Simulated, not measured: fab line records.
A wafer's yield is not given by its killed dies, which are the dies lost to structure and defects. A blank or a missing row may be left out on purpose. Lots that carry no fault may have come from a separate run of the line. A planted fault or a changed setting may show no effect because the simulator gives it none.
fab line records	flow n5_finfet
record lots=5	wafers=13	last_day=16
route steps=1938 shown FIN_SAQP@96 BEOL_M4@1111 PASSIVATION@1936
lots that met no fault: taken from a fault-free run of the same line
start_h: the number of hours between the record's first day and the start of the first shown wafer of the lot	wait_h: time in hours since the lot's previous step	" as in the row above	L1.1+2: a row that stands for several wafers	- no value, or no start given	* or withheld: withheld	< > ~ a bound
route shown NAME@n: names a module that has steps shown in the file, with the first one's number in the route	usual: average and standard deviation across the fault-free wafers	same: alike in all rows	chamber/n: place in a boat	sites: per-site readings	_std_site: how widely they spread, as a standard deviation	_edge_site: outer sites' mean less inner sites'	radius_mm: for every site, how far away it sits from the centre of the wafer	mask NAME#n: copy n	behind: the most recent tool/chamber to have shaped the wafer	hold: what put the lot on hold/how long, in hours/how the hold closed	device: the transistor (n, p or np) that didn't switch	end of line: tests of these same wafers at the route's end	a step given without rows: its recipe and nothing more	killed: dies lost to structure and defects at the first sort, not the wafer's yield	map: a wafer's dies, x killed, . not, _ none there
set.NAME: the setting the step ran with; set.NAME@STEP: the setting that earlier step ran with	model.NAME: the simulator's own value behind a step, which no gauge read
lots seen at some steps along the route; tables by step, rows by wafer
services: the hour from which a tool's chamber was out of use, counted from the record's first day as start_h (under 0 if before that day), plus the number of hours and why
## steps
# step N5_FIN_SAQP_HM_DEP_03
# recipe material=SiNx	target_thk_a=380	temp_c=400	precursor=SiH4/NH3/N2	pressure_torr=1.5	rf_w=300	time_s=33.6
# usual chamber_pressure_Torr=1.4998/0.003	heater_power_w=774/99	rf_fwd_power_W=297.2/1.4	showerhead_plenum_p_Torr=5.11/0.061	throttle_valve_pct=41/3.3
lot.wafer	tool	chamber	start_h	wait_h	chamber_pressure_Torr	heater_power_w	rf_fwd_power_W	showerhead_plenum_p_Torr	throttle_valve_pct
L714.1	pecvd-02	0	26.85	0.2	1.5025	859	299.2	5.05	39
L714.2	"	2	"	"	1.4962	724	296.1	5.15	41
L714.4	"	2	"	"	1.4901	733	298.0	5.14	41
L715.1	pecvd-01	2	32.63	0.2	1.4994	682	297.8	5.13	36
L715.3	"	1	"	"	1.4969	761	295.3	5.07	44
L715.4	"	0	"	"	1.5009	914	297.5	5.12	39
L721.2	pecvd-04	2	68.96	0.2	1.4948	754	298.1	5.08	36
L727.3	pecvd-02	2	105.06	0.1	1.4927	609	296.6	5.15	41
L727.5	"	0	"	"	1.4991	858	298.1	5.04	40
L727.6	"	1	"	"	1.4977	816	298.2	5.20	42
L735.1	pecvd-01	1	152.50	0.2	1.4968	750	295.2	5.08	45
L735.5	"	0	"	"	1.5039	765	297.6	5.14	39
L735.6	"	2	"	"	1.4995	676	297.0	5.14	36
# step N5_FIN_SAQP_THK_MEAS_05
# usual thk_nm=38.1/0.43
lot.wafer	tool	chamber	start_h	wait_h	thk_nm
L714.1	film_metro-02	-	26.94	0.1	37.8
L714.2	"	-	"	"	37.8
L714.4	"	-	"	"	38.8
L715.1	film_metro-01	-	32.72	0.1	37.2
L715.3	"	-	"	"	37.1
L715.4	"	-	"	"	37.9
L721.2	film_metro-01	-	69.07	0.1	37.5
L727.3	film_metro-02	-	105.15	0.1	37.9
L727.5	"	-	"	"	38.4
L727.6	"	-	"	"	38.4
L735.1	film_metro-02	-	152.59	0.1	37.3
L735.5	"	-	"	"	38.0
L735.6	"	-	"	"	38.4
# step N5_FIN_SAQP_PECVD_47
# recipe material=a-Si	target_thk_a=450	temp_c=400	precursor=SiH4/He	pressure_torr=3	rf_w=100	time_s=36.3
# usual chamber_pressure_Torr=2.998/0.007	heater_power_w=844/96	rf_fwd_power_W=98.9/0.57	showerhead_plenum_p_Torr=5.64/0.049	throttle_valve_pct=18.5/1.3
lot.wafer	tool	chamber	start_h	wait_h	chamber_pressure_Torr	heater_power_w	rf_fwd_power_W	showerhead_plenum_p_Torr	throttle_valve_pct
L714.1	pecvd-02	2	26.98	0.0	3.006	741	98.3	5.67	18.4
L714.2	"	1	"	"	3.016	849	99.3	5.70	19.0
L714.4	"	2	"	"	3.001	771	98.5	5.67	18.6
L715.1	pecvd-04	0	32.76	0.0	2.994	747	99.7	5.57	18.0
L715.3	"	1	"	"	3.002	1015	97.8	5.69	20.9
L715.4	"	0	"	"	3.006	758	99.5	5.57	17.9
L721.2	pecvd-01	2	69.11	0.0	2.990	682	99.3	5.68	15.9
L727.3	pecvd-01	0	105.19	0.0	2.988	937	99.4	5.66	17.8
L727.5	"	2	"	"	2.994	761	99.2	5.66	16.6
L727.6	"	0	"	"	2.995	945	99.7	5.66	17.8
L735.1	pecvd-04	0	152.62	0.0	3.002	696	99.4	5.55	18.2
L735.5	"	0	"	"	2.987	711	99.3	5.56	18.4
L735.6	"	2	"	"	2.992	913	99.4	5.64	16.7
# step N5_FIN_SAQP_PECVD_48
# recipe material=SiNx	target_thk_a=250	temp_c=400	precursor=SiH4/NH3/N2	pressure_torr=1.5	rf_w=300	time_s=22.1
# usual chamber_pressure_Torr=1.500/0.0035	heater_power_w=772/87	rf_fwd_power_W=296.4/1.7	showerhead_plenum_p_Torr=5.11/0.069	throttle_valve_pct=40.7/2.8
lot.wafer	tool	chamber	start_h	wait_h	chamber_pressure_Torr	heater_power_w	rf_fwd_power_W	showerhead_plenum_p_Torr	throttle_valve_pct
L714.1	pecvd-02	2	27.02	0.0	1.502	703	293.6	5.14	40.7
L714.2	"	1	"	"	1.505	913	297.7	5.21	41.7
L714.4	"	2	"	"	1.503	714	293.0	5.14	40.7
L715.1	pecvd-04	0	32.82	0.0	1.497	653	298.3	4.98	39.4
L715.3	"	1	"	"	1.499	782	293.4	5.16	46.0
L715.4	"	0	"	"	1.497	637	297.6	4.99	39.6
L721.2	pecvd-01	2	69.15	0.0	1.498	686	296.2	5.14	36.0
L727.3	pecvd-01	0	105.23	0.0	1.501	848	297.3	5.14	39.7
L727.5	"	2	"	"	1.501	695	297.4	5.15	36.0
L727.6	"	0	"	"	1.508	861	296.5	5.13	39.3
L735.1	pecvd-04	0	152.69	0.0	1.503	715	298.2	4.99	40.0
L735.5	"	0	"	"	1.501	744	296.7	4.99	40.2
L735.6	"	2	"	"	1.499	842	295.7	5.08	36.4
# step N5_FIN_SAQP_PECVD_06
# recipe material=a-Si	target_thk_a=600	temp_c=400	precursor=SiH4/He	pressure_torr=3	rf_w=100	time_s=48.1
# usual chamber_pressure_Torr=3.000/0.0058	heater_power_w=848/96	rf_fwd_power_W=99.2/0.48	showerhead_plenum_p_Torr=5.65/0.049	throttle_valve_pct=18.5/1.2
lot.wafer	tool	chamber	start_h	wait_h	chamber_pressure_Torr	heater_power_w	rf_fwd_power_W	showerhead_plenum_p_Torr	throttle_valve_pct
L714.1	pecvd-02	2	27.06	0.0	3.003	714	99.4	5.67	18.6
L714.2	"	1	"	"	3.005	882	99.6	5.71	18.9
L714.4	"	2	"	"	2.989	730	99.1	5.66	18.6
L715.1	pecvd-04	0	32.88	0.0	2.992	680	99.2	5.57	18.0
L715.3	"	1	"	"	2.996	973	98.2	5.70	20.6
L715.4	"	0	"	"	3.002	738	99.5	5.54	18.0
L721.2	pecvd-01	2	69.19	0.0	3.005	708	99.5	5.67	16.5
L727.3	pecvd-01	0	105.27	0.0	3.000	971	99.4	5.67	17.8
L727.5	"	2	"	"	3.004	701	99.8	5.67	16.8
L727.6	"	0	"	"	2.996	985	99.7	5.67	17.8
L735.1	pecvd-04	0	152.74	0.0	2.998	792	99.3	5.57	18.3
L735.5	"	0	"	"	2.998	771	99.3	5.57	18.3
L735.6	"	2	"	"	2.999	861	99.3	5.64	16.5
# step N5_FIN_SAQP_THK_MEAS_07
# usual thk_nm=59.9/0.89
lot.wafer	tool	chamber	start_h	wait_h	thk_nm
L714.1	film_metro-02	-	27.15	0.1	58.8
L714.2	"	-	"	"	59.3
L714.4	"	-	"	"	60.0
L715.1	film_metro-01	-	32.99	0.1	59.7
L715.3	"	-	"	"	60.2
L715.4	"	-	"	"	60.7
L721.2	film_metro-01	-	69.28	0.1	58.9
L727.3	film_metro-02	-	105.36	0.1	60.3
L727.5	"	-	"	"	60.0
L727.6	"	-	"	"	61.6
L735.1	film_metro-01	-	152.86	0.1	61.0
L735.5	"	-	"	"	61.7
L735.6	"	-	"	"	61.2
# step N5_FIN_SAQP_HM_DEP_72
# recipe material=SiO2	target_thk_a=120	temp_c=400	precursor=SiH4/N2O	pressure_torr=0.75	rf_w=275	time_s=7.2
# usual chamber_pressure_Torr=0.7500/0.0017	heater_power_w=784/92	rf_fwd_power_W=272.3/1.5	showerhead_plenum_p_Torr=8.09/0.12
lot.wafer	tool	chamber	start_h	wait_h	chamber_pressure_Torr	heater_power_w	rf_fwd_power_W	showerhead_plenum_p_Torr
L714.1	pecvd-01	0	27.18	0.0	0.7510	907	272.5	8.13
L714.2	"	1	"	"	0.7494	740	270.5	8.03
L714.4	"	2	"	"	0.7477	638	272.8	8.14
L715.1	pecvd-01	1	33.03	0.0	0.7495	727	271.6	8.05
L715.3	"	0	"	"	0.7497	839	273.3	8.11
L715.4	"	2	"	"	0.7530	632	272.5	8.16
L721.2	pecvd-02	1	69.31	0.0	0.7504	789	275.3	8.27
L727.3	pecvd-04	0	105.42	0.1	0.7482	726	274.1	7.84
L727.5	"	1	"	"	0.7487	899	269.8	8.20
L727.6	"	0	"	"	0.7489	748	272.7	7.84
L735.1	pecvd-02	1	152.90	0.0	0.7520	908	273.5	8.27
L735.5	"	0	"	"	0.7509	842	272.2	7.95
L735.6	"	1	"	"	0.7521	919	273.4	8.27
# step N5_FIN_SAQP_COAT_49
# recipe resist=SOC	temp_c=250	time_s=60	spin_rpm=1500	resist_thk_nm=100
# step N5_FIN_SAQP_COAT_50
# recipe resist=SiARC	temp_c=220	time_s=60	spin_rpm=1500	resist_thk_nm=35
# step N5_FIN_SAQP_COAT_10
# recipe resist=CAR-ArF	spin_rpm=1500	resist_thk_nm=90
# step N5_FIN_SAQP_EBR_12
# recipe solvent=PGMEA	ebr_width_mm=1.5
# step N5_FIN_SAQP_SOFTBAKE_11
# recipe temp_c=110	time_s=60	resist=CAR-ArF
# step N5_FIN_SAQP_EXPOSE_13
# recipe mask_id=FIN_CORE	na=1.35	source_shape=dipole	sigma_inner=0.538	sigma_outer=0.738	polarization=te	target_cd_nm=35.6	dose_mj=63.25
# usual exposure_dose_mJ_cm2=63.35/0.25	reticle_temp_C=23.01/0.13
# same dipole_opening_deg=40
lot.wafer	tool	chamber	start_h	wait_h	mask	exposure_dose_mJ_cm2	reticle_temp_C
L714.1	arfi_scanner-01	0	27.38	-	FIN_CORE#0	63.30	23.09
L714.2	"	0	"	"	FIN_CORE#0	63.19	23.16
L714.4	"	0	"	"	FIN_CORE#0	63.28	23.00
L715.1	arfi_scanner-03	0	33.35	-	FIN_CORE#0	63.85	22.95
L715.3	"	0	"	"	FIN_CORE#0	63.90	23.01
L715.4	"	0	"	"	FIN_CORE#0	63.79	23.10
L721.2	arfi_scanner-01	0	69.64	-	FIN_CORE#0	64.38	22.91
L727.3	arfi_scanner-03	0	105.75	-	FIN_CORE#0	63.90	22.97
L727.5	"	0	"	"	FIN_CORE#0	63.71	22.93
L727.6	"	0	"	"	FIN_CORE#0	63.80	22.91
L735.1	arfi_scanner-02	0	153.22	-	FIN_CORE#0	63.28	23.00
L735.5	"	0	"	"	FIN_CORE#0	63.22	22.86
L735.6	"	0	"	"	FIN_CORE#0	63.24	23.06
# step N5_FIN_SAQP_PEB_14
# recipe peb_temp_c=withheld	peb_time_s=60	resist=CAR-ArF
# step N5_BEOL_M4_RC_MEAS_101
# usual DIBL_N=36.3/1.6	DIBL_P=36.2/2.1	IOFF_N=0.16/0.031	IOFF_P=0.21/0.034	ION_N=673/11	ION_P=461/7.4	SS_N=71.6/0.55	SS_P=73.3/0.66	VT_N=251/3.2	VT_P=-251/3.5
lot.wafer	tool	chamber	start_h	wait_h	DIBL_N[mV/V]	DIBL_P[mV/V]	IOFF_N[nA/um]	IOFF_P[nA/um]	ION_N[uA/um]	ION_P[uA/um]	SS_N[mV/dec]	SS_P[mV/dec]	VT_N[mV]	VT_P[mV]
L714.1	prober-02	0	159.67	0.0	37.8	37.9	0.16	0.25	672	463	71.5	74.0	252	-251
L714.2	"	0	"	"	36.7	35.6	0.15	0.21	667	468	71.0	73.7	249	-251
L714.4	"	0	"	"	35.6	34.9	0.13	0.19	676	465	71.4	73.2	252	-254
L715.1	prober-02	0	163.10	0.0	34.0	35.9	0.15	0.20	683	466	70.8	72.9	250	-253
L715.3	"	0	"	"	36.2	37.4	0.18	0.22	682	456	71.5	73.7	249	-251
L715.4	"	0	"	"	36.6	39.3	0.19	0.25	669	461	71.9	73.8	247	-249
L721.2	prober-01	0	209.78	0.2	34.9	32.9	0.12	0.18	653	457	71.0	73.2	255	-252
L727.3	prober-01	0	246.02	0.3	35.5	35.6	0.15	0.19	667	454	71.3	72.9	250	-252
L727.5	"	0	"	"	35.4	35.9	0.14	0.20	669	459	71.9	72.6	250	-252
L727.6	"	0	"	"	35.8	36.9	0.16	0.22	670	464	71.9	72.9	249	-250
L735.1	prober-01	0	295.50	0.0	34.2	32.4	0.10	0.14	655	453	71.4	71.8	259	-256
L735.5	"	0	"	"	38.0	36.4	0.15	0.20	663	455	72.2	73.5	251	-252
L735.6	"	0	"	"	34.3	32.8	0.11	0.14	668	458	71.3	72.1	257	-257
# step N5_PASSIVATION_PROBE_49
# usual defect_limited_yield=91.5/1.5	killed_at_M0_to_M3=32/9.4	killed_at_M4_up=12/5.1	killed_at_contacts=11/7.4	killed_at_front_end=41/11	killed_at_other=3.4/2.5	killed_dies=100/17	killed_open=65/14	killed_short=33/7	sort_bin_5_function=4.9/0.96	sort_bin_6_memory=3.1/0.7	sort_n_pass=1080/17	sort_yield_pct=91.5/1.5
# same gross_dies=1180	killed_at_back_side=0	sort_bin_4_leakage[%]=0	sort_bin_8_speed[%]=0
lot.wafer	tool	chamber	start_h	wait_h	defect_limited_yield[%]	killed_at_M0_to_M3	killed_at_M4_up	killed_at_contacts	killed_at_front_end	killed_at_other	killed_dies	killed_open	killed_short	sort_bin_5_function[%]	sort_bin_6_memory[%]	sort_n_pass	sort_yield_pct[%]
L714.1	prober-02	-	264.47	0.0	92.5	42	17	6	22	2	89	59	30	4.7	2.8	1091	92.5
L714.2	prober-02	-	264.52	0.1	90.8	30	14	8	50	6	108	62	38	4.6	3.2	1072	90.8
L714.4	prober-02	-	264.62	0.2	93.8	17	7	8	39	2	73	38	26	3.4	1.9	1107	93.8
L721.2	prober-02	-	304.45	0.1	92.4	30	7	16	36	1	90	59	30	4.3	3.1	1090	92.4
L727.3	prober-02	-	339.84	0.1	93.6	17	4	12	43	0	76	35	40	3.7	2.3	1104	93.6
L727.5	prober-02	-	339.94	0.2	91.4	36	17	1	45	2	101	61	37	4.7	3.8	1079	91.4
L727.6	prober-02	-	339.99	0.3	93.9	22	8	7	35	0	72	38	33	3.8	1.9	1108	93.9
# killed by level:class
L714.1 BEOL_M2:geometric_particle:open=12 FIN_SAQP:geometric_particle:short=10 BEOL_M3:geometric_particle:open=7 BEOL_M4:geometric_particle:open=6 MOL_CONTACT_COAG:geometric_particle:open=5 BEOL_M0_SAQP:geometric_particle:short=5 BEOL_M3:geometric_particle:short=5 BEOL_M1:geometric_particle:open=4
L714.2 FIN_SAQP:geometric_particle:short=15 FIN_SAQP:geometric_particle:open=11 BEOL_M0_SAQP:geometric_particle:open=11 HKMG_FIN:area_etch=7 BEOL_M4:geometric_particle:open=6 DUMMY_GATE:geometric_particle:open=5 MOL_CONTACT_COAG:geometric_particle:open=5 BEOL_M0_SAQP:geometric_particle:short=5
L714.4 FIN_SAQP:geometric_particle:short=13 HKMG_FIN:area_etch=9 MOL_CONTACT_COAG:geometric_particle:open=6 BEOL_M0_SAQP:geometric_particle:short=5 BEOL_M2:geometric_particle:open=5 FIN_SAQP:geometric_particle:open=4 BEOL_M0_SAQP:geometric_particle:open=4 BEOL_M4:geometric_particle:open=4
L721.2 MOL_CONTACT_COAG:geometric_particle:open=12 FIN_SAQP:geometric_particle:open=9 FIN_SAQP:geometric_particle:short=9 BEOL_M3:geometric_particle:open=8 BEOL_M1:geometric_particle:open=6 BEOL_M0_SAQP:geometric_particle:open=6 BEOL_M3:geometric_particle:short=5 STI_FIN_REVEAL:geometric_particle:open=4
L727.3 MOL_CONTACT_COAG:geometric_particle:open=9 FIN_SAQP:geometric_particle:short=7 BEOL_M0_SAQP:geometric_particle:short=7 STARTING-WAFER:geometric_particle:short=6 STI_FIN_REVEAL:geometric_particle:open=5 SPACER0:geometric_particle:short=5 GATE_CUT:geometric_particle:short=5 GATE_CUT:geometric_particle:open=5
L727.5 FIN_SAQP:geometric_particle:short=11 BEOL_M4:geometric_particle:open=8 GATE_CUT:geometric_particle:short=8 BEOL_M0_SAQP:geometric_particle:short=8 BEOL_M1:geometric_particle:open=8 BEOL_M2:geometric_particle:open=7 BEOL_M3:geometric_particle:open=7 GATE_CUT:geometric_particle:open=6
L727.6 MOL_CONTACT_COAG:geometric_particle:open=7 FIN_SAQP:geometric_particle:open=6 BEOL_M0_SAQP:geometric_particle:short=6 FIN_SAQP:geometric_particle:short=5 DUMMY_GATE:geometric_particle:open=5 SPACER0:geometric_particle:short=5 STARTING-WAFER:geometric_particle:short=5 BEOL_M2:geometric_particle:open=5
## services
tool	chamber	start_h	hours	kind
arfi_scanner-03	-	3.03	0.9	repair
arfi_scanner-01	-	11.19	0.9	repair
pecvd-04	-	12.25	0.9	repair
pecvd-01	1	13.05	5.0	scheduled_down
arfi_scanner-03	-	52.64	0.8	pm
arfi_scanner-02	-	60.58	1.0	pm
arfi_scanner-02	-	75.34	1.0	pm
pecvd-04	2	76.54	22.8	repair
pecvd-04	-	76.90	2.8	pm
arfi_scanner-02	-	81.55	0.8	repair
arfi_scanner-01	-	93.42	1.3	pm
arfi_scanner-03	-	93.68	1.3	pm
pecvd-04	2	99.45	17.2	repair
arfi_scanner-01	-	100.98	1.0	pm
pecvd-02	-	101.87	1.2	repair
arfi_scanner-01	-	102.40	1.1	repair
arfi_scanner-02	-	105.45	1.3	pm
arfi_scanner-02	-	119.59	0.8	pm
arfi_scanner-01	-	121.42	4.9	pm
arfi_scanner-03	-	132.83	1.0	pm
pecvd-04	-	135.85	0.9	repair
arfi_scanner-01	-	147.55	1.0	pm
pecvd-04	1	148.80	8.8	repair
arfi_scanner-03	-	151.99	1.0	pm
## key
first_sign step=N5_FIN_SAQP_EXPOSE_13	reading=exposure_dose_mJ_cm2	direction=up	sigmas=4	usual=63.35	struck=64.38
effect none on later readings
met_at N5_FIN_SAQP_EXPOSE_13
struck_wafers L721.2
onset_between 27.38 69.64
fault kind=process_parameter_drift	tool=arfi_scanner-01	chamber=-	onset_h=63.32	steps=N5_FIN_SAQP_EXPOSE_13	channel=dose_mj	offset=1.1178	shape=step	acts_in=these_recipes_only	stated=63.25
